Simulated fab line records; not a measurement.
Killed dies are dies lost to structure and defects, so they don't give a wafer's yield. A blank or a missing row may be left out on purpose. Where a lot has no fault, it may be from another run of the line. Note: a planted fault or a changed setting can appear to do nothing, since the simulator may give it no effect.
Chamber matching -- flow nand-harc -- NHARC_A_CHANNEL_HOLE_D2_DEP_01 on pecvd-04: 3 sister chambers
The step deposits SiON, target thk 140 nm. 3 wafers are shown with their chamber, then 8 later ones without.

== WAFERS WITH THEIR CHAMBER ==
wafer,chamber,heater-power-w (W)
L092.1,0,742
L092.3,1,670
L095.2,2,763

== WAFERS WHOSE CHAMBER IS MISSING ==
wafer,heater-power-w (W)
L095.3,762
L095.6,780
L096.1,625
L096.2,686
L096.6,678
L097.2,718
L097.3,710
L097.6,729

== CHAMBER TAKEN BY EACH ==
wafer,from the rows above,in truth
L095.3,can't be placed: 2 or 0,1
L095.6,can't be placed: 2 or 0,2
L096.1,1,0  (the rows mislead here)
L096.2,can't be placed: 1 or 0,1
L096.6,1,1
L097.2,can't be placed: 0 or 2 or 1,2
L097.3,can't be placed: 0 or 1 or 2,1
L097.6,can't be placed: 0 or 2 or 1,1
Correctly placed: 1 of 8. These rows do not allow placing 6 (true chamber among the candidates in 5). Wrongly placed: 1.
How it was worked out, from the rows above alone: a wafer's distance from a chamber is the root of the sum, over the readings, of the square of ((its reading less the chamber's mean) divided by the reading's scatter). The wafer belongs to the nearest chamber; if the next one is less than 2 further off, it can't be placed. Each chamber's mean is taken over the wafers shown for it. The scatter (one wafer shown for each chamber): square how far every hidden wafer sits from the nearest shown wafer, average those squares and take the square root.
